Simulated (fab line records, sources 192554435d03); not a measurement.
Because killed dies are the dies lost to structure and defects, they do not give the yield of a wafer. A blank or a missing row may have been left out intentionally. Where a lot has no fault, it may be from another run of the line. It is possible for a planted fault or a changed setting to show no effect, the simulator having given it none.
Chamber matching    flow n5 finfet    N5_BEOL_M8_ETCH_61 on rie diel-02 has 4 sister chambers
The step etches SiARC in CF4, target depth 45.5 nm, time 75.8 s. 4 wafers are shown with their chamber, then 10 later ones without.

## WAFERS WITH THEIR CHAMBER
wafer   chamber  throttle valve pct (%)
L088.4  2        16.12
L093.1  1        15.56
L093.4  0        15.70
L094.5  3        15.62

## WAFERS WITHOUT THEIR CHAMBER
wafer   throttle valve pct (%)
L094.6  16.14
L095.2  15.57
L095.5  16.16
L095.6  15.64
L096.1  15.57
L096.2  15.71
L096.3  15.64
L097.1  15.59
L097.2  15.73
L097.4  15.65

## CHAMBER TAKEN BY EACH
wafer   from the rows above      in truth
L094.6  2                        2
L095.2  can't be placed: 1 or 3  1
L095.5  2                        2
L095.6  can't be placed: 3 or 0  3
L096.1  can't be placed: 1 or 3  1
L096.2  0                        0
L096.3  can't be placed: 3 or 0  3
L097.1  can't be placed: 1 or 3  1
L097.2  0                        0
L097.4  can't be placed: 3 or 0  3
4 of 10 placed correctly. Not placeable from these rows: 6 (in 6, the candidates include the true chamber). Placed wrongly: 0.
How it was worked out, from the rows above alone: a wafer's distance from a chamber is the root of the sum, over the readings, of the square of ((its reading less the chamber's mean) divided by the reading's scatter). The wafer belongs to the nearest chamber; if the next one is less than 2 further off, it can't be placed. A chamber's mean is the mean of its shown wafers. The scatter (one wafer shown for each chamber): square how far every hidden wafer sits from the nearest shown wafer, average those squares and take the square root.
